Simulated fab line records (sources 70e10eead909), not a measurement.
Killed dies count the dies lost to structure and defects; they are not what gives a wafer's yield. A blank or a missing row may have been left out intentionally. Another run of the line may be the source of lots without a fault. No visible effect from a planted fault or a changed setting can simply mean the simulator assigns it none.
fab line records | flow nandHarc | part 2 of 2: steps 31 to 44 of 44
record lots=5 wafers=15 lastDay=31
route steps=1302 shown P_ZERO_WELL@44 P_STI@69
lots untouched by any fault: they come from a run of this same line in which no faults occurred
startH: the number of hours between the record's first day and the start of the first shown wafer of the lot | waitH: hours elapsed since this lot's preceding step | " the same as in the row above | L1.1+2: a single row standing in for several wafers | - value missing, or start not given | * or withheld: withheld | < > ~ a bound
route shown NAME@n: a module of which the file shows steps, and the number in the route of the first | usual: the fault-free wafers' mean and standard deviation | same: alike in all rows | chamber/n: place in a boat | sites: each site's reading | _std_site: their standard deviation | _edge_site: mean of outer sites minus mean of inner sites | radiusMm: for every site, how far away it sits from the centre of the wafer | mask NAME#n: copy n | behind: the last tool/chamber to shape the wafer | hold: why the lot went on hold/how many hours it stayed there/how the hold came to an end | device: transistor that didn't switch, given as n, p or np | end of line: the tests these same wafers got at the end of their route | where a step has no rows: the recipe by itself | killed: the dies lost at the first sort to structure and to defects; this is not the yield of the wafer | map: dies across one wafer; x = killed, . = not, _ = none there
set.NAME: the run value of the setting; set.NAME@STEP: its run value at that earlier step | model.NAME: the simulator's own value behind a step, which no gauge read
lots seen at some steps along the route; tables by step, rows by wafer
services: the hour from which a tool's chamber was out of use, counted from the record's first day as startH (under 0 if before that day), plus the number of hours and why
## steps
# step NHARC_P_STI_DEHYDRATE_01
# recipe tempC=150 timeS=120
# same timeS=120
# columns lot.wafer tool chamber startH waitH
L078.2+3+5 lithoTrack-05 0 80.01 0.4
L080.1+2+3 lithoTrack-05 0 102.46 0.4
L085.1+2+4 lithoTrack-05 0 157.81 0.4
L088.4+5+6 lithoTrack-07 0 183.04 0.4
L093.3+4+6 lithoTrack-05 0 233.06 0.4
# step NHARC_P_STI_HMDS_02
# recipe timeS=30
# same timeS=30
# columns lot.wafer tool chamber startH waitH
L078.2+3+5 lithoTrack-05 0 - -
L080.1+2+3 lithoTrack-05 0 - -
L085.1+2+4 lithoTrack-05 0 - -
L088.4+5+6 lithoTrack-07 0 - -
L093.3+4+6 lithoTrack-05 0 - -
# step NHARC_P_STI_COAT_41
# recipe tempC=200 timeS=65
# same timeS=65
# columns lot.wafer tool chamber startH waitH
L078.2+3+5 lithoTrack-05 0 - -
L080.1+2+3 lithoTrack-05 0 - -
L085.1+2+4 lithoTrack-05 0 - -
L088.4+5+6 lithoTrack-07 0 - -
L093.3+4+6 lithoTrack-05 0 - -
# step NHARC_P_STI_COAT_03
# recipe spinRpm=2000 resistThkNm=600
# columns lot.wafer tool chamber startH waitH
L078.2+3+5 lithoTrack-05 0 - -
L080.1+2+3 lithoTrack-05 0 - -
L085.1+2+4 lithoTrack-05 0 - -
L088.4+5+6 lithoTrack-07 0 - -
L093.3+4+6 lithoTrack-05 0 - -
# step NHARC_P_STI_SOFTBAKE_04
# recipe tempC=125 timeS=70
# same timeS=70
# columns lot.wafer tool chamber startH waitH
L078.2+3+5 lithoTrack-05 0 - -
L080.1+2+3 lithoTrack-05 0 - -
L085.1+2+4 lithoTrack-05 0 - -
L088.4+5+6 lithoTrack-07 0 - -
L093.3+4+6 lithoTrack-05 0 - -
# step NHARC_P_STI_EBR_05
# columns lot.wafer tool chamber startH waitH
L078.2+3+5 lithoTrack-05 0 - -
L080.1+2+3 lithoTrack-05 0 - -
L085.1+2+4 lithoTrack-05 0 - -
L088.4+5+6 lithoTrack-07 0 - -
L093.3+4+6 lithoTrack-05 0 - -
# step NHARC_P_STI_EXPOSE_06
# recipe na=0.55 targetCdNm=200 doseMj=37.69 maskId=P_STI
# usual reticleTempC=23.01/0.098
# columns lot.wafer tool chamber startH waitH mask reticleTempC
L078.2 krfScanner-02 0 80.31 - P_STI#0 22.89
L078.3 " 0 " " P_STI#0 23.01
L078.5 " 0 " " P_STI#0 23.07
L080.1 krfScanner-01 0 102.63 - P_STI#0 23.10
L080.2 " 0 " " P_STI#0 22.97
L080.3 " 0 " " P_STI#0 23.05
L085.1 krfScanner-01 0 157.97 - P_STI#0 23.07
L085.2 " 0 " " P_STI#0 22.95
L085.4 " 0 " " P_STI#0 22.98
L088.4 krfScanner-02 0 183.35 - P_STI#0 23.14
L088.5 " 0 " " P_STI#0 23.02
L088.6 " 0 " " P_STI#0 23.08
L093.3 krfScanner-02 0 233.24 - P_STI#0 22.84
L093.4 " 0 " " P_STI#0 22.94
L093.6 " 0 " " P_STI#0 23.03
# step NHARC_P_STI_PEB_07
# recipe pebTempC=128 pebTimeS=80
# columns lot.wafer tool chamber startH waitH
L078.2+3+5 lithoTrack-03 0 80.37 0.1
L080.1+2+3 lithoTrack-05 0 102.69 0.1
L085.1+2+4 lithoTrack-07 0 158.04 0.1
L088.4+5+6 lithoTrack-05 0 183.40 0.0
L093.3+4+6 lithoTrack-03 0 233.29 0.1
# step NHARC_P_STI_DEVELOP_08
# recipe timeS=50 devTempC=22
# same timeS=50
# columns lot.wafer tool chamber startH waitH
L078.2+3+5 lithoTrack-03 0 - -
L080.1+2+3 lithoTrack-05 0 - -
L085.1+2+4 lithoTrack-07 0 - -
L088.4+5+6 lithoTrack-05 0 - -
L093.3+4+6 lithoTrack-03 0 - -
# step NHARC_P_STI_CD_MEAS_09
# recipe targetCdNm=200 landingEnergyEv=500
# usual cdNm=200.4/1.8
# columns lot.wafer tool chamber startH waitH cdNm
L078.2 cdSem-01 0 80.46 - 201.6
L078.3 " 0 " " 198.7
L078.5 " 0 " " 199.0
L080.1 cdSem-03 0 102.78 - 201.2
L080.2 " 0 " " 202.6
L080.3 " 0 " " 201.9
L085.1 cdSem-02 0 158.12 - 200.2
L085.2 " 0 " " 200.9
L085.4 " 0 " " 201.1
L088.4 cdSem-02 0 183.49 - 200.4
L088.5 " 0 " " 201.4
L088.6 " 0 " " 199.3
L093.3 cdSem-01 0 233.38 - 199.5
L093.4 " 0 " " 200.3
L093.6 " 0 " " 199.8
# step NHARC_P_STI_OVL_MEAS_10
# usual overlayXNm=-1/6.1 overlayYNm=1/6.7
# columns lot.wafer tool chamber startH waitH overlayXNm overlayYNm
L078.2 overlay-01 - 80.54 - 4 -9
L078.3 " - " " 3 -8
L078.5 " - " " 3 -8
L080.1 overlay-01 - 102.87 - -3 4
L080.2 " - " " -2 4
L080.3 " - " " -2 4
L085.1 overlay-02 - 158.21 - -1 -1
L085.2 " - " " -1 -1
L085.4 " - " " -1 -1
L088.4 overlay-01 - 183.57 - 3 -7
L088.5 " - " " 3 -7
L088.6 " - " " 3 -7
L093.3 overlay-02 - 233.47 - 4 -6
L093.4 " - " " 4 -5
L093.6 " - " " 4 -5
# step NHARC_P_STI_INSPECT_11
# usual rawDefectCount=5.2/2.8
# columns lot.wafer tool chamber startH waitH rawDefectCount
L078.2 defectInspect-02 - 80.58 0.0 3
L078.3 " - " " 2
L078.5 " - " " 7
L080.1 defectInspect-02 - 102.91 0.0 4
L080.2 " - " " 5
L080.3 " - " " 6
L085.1 defectInspect-02 - 158.25 0.0 6
L085.2 " - " " 4
L085.4 " - " " 6
L088.4 defectInspect-02 - 183.61 0.0 2
L088.5 " - " " 5
L088.6 " - " " 8
L093.3 defectInspect-01 - 233.50 0.0 6
L093.4 " - " " 4
L093.6 " - " " 0
# step NHARC_P_STI_HARDBAKE_13
# recipe tempC=118 timeS=65
# same timeS=65
# columns lot.wafer tool chamber startH waitH
L078.2+3+5 lithoTrack-03 0 80.64 0.1
L080.1+2+3 lithoTrack-05 0 102.96 0.1
L085.1+2+4 lithoTrack-05 0 158.31 0.1
L088.4+5+6 lithoTrack-03 0 183.67 0.1
L093.3+4+6 lithoTrack-03 0 233.56 0.1
# step NHARC_P_STI_DESCUM_14
# recipe timeS=3 o2FlowSccm=200 arFlowSccm=0 biasPowerW=0 chemistry=O2
# usual drypumpMotorCurrentA=5.7/0.41 mfcArSccm=0.011/0.011 oesProductAu=1.002/0.0078 rfVppV=57.7/0.91 showerheadPlenumPTorr=1.90/0.084 throttleValvePct=11.311/0.0092
# same timeS=3
# columns lot.wafer tool chamber startH waitH drypumpMotorCurrentA mfcArSccm oesProductAu rfHoursCounterH rfVppV showerheadPlenumPTorr throttleValvePct
L078.2 rieDiel-05 1 80.72 - 5.5 0 1.011 1 56.9 1.87 11.312
L078.3 " 2 " " 5.3 0.029 1.018 1 58.7 2.01 11.305
L078.5 " 1 " " 5.5 0 1.014 - 57.5 1.87 11.298
L080.1 rieDiel-12 0 103.04 - 5.5 0.019 1.005 0 57.7 1.81 11.319
L080.2 " 1 " " 5.4 0 1.003 0 59.2 2.01 11.316
L080.3 " 2 " " 5.5 0.013 1.004 0 58.4 1.96 11.303
L085.4 rieDiel-05 0 158.38 - 5.3 0.021 1.002 5 58.1 1.86 11.287
L085.1 " 2 " " 5.3 0.029 1.005 4 57.3 2.01 11.299
L085.2 " 3 " " 4.9 0.038 1.013 4 58.3 1.84 11.305
L088.4 rieDiel-12 0 183.74 - 5.5 0.019 1.005 6 56.7 1.81 11.327
L088.5 " 0 " " 5.5 0.019 0.997 - 56.8 1.81 11.326
L088.6 " 1 " " 5.4 0 0.996 - 58.3 2.01 11.322
L093.3 rieDiel-09 2 233.65 - 6.5 0.024 1.004 6 58.5 1.99 11.312
L093.4 " 3 " " 6.3 0 1.009 7 56.4 1.80 11.321
L093.6 " 2 " " 6.5 0.024 1.005 - 59.3 1.99 11.323
## services
# columns tool chamber startH hours kind
wetBench-04 - 51.20 8.0 pm
lithoTrack-02 - 52.00 7.0 pm
lithoTrack-07 - 76.00 7.0 pm
wetBench-05 - 84.80 8.0 pm
rieDiel-06 2 93.36 5.8 repair
krfScanner-02 - 94.00 4.0 pm
rieDiel-06 0 94.16 11.3 repair
lithoTrack-03 - 100.00 7.0 pm
krfScanner-02 - 118.32 0.4 repair
lithoTrack-05 - 124.00 7.0 pm
krfScanner-02 - 124.71 0.4 repair
krfScanner-04 - 138.09 8.3 repair
implanter-02 - 147.56 13.0 pm
rieDiel-02 2 150.21 1.2 repair
wetBench-07 - 160.00 8.0 pm
wetBench-04 - 171.93 1.3 repair
wetBench-09 - 176.80 8.0 pm
krfScanner-04 - 182.00 4.0 pm
implanter-01 - 191.42 0.9 repair
rieDiel-02 3 198.51 4.3 repair
wetBench-03 - 207.16 3.3 repair
rieDiel-02 - 216.77 9.0 pm
lithoTrack-02 - 227.00 7.0 pm
wetBench-04 - 227.20 8.0 pm
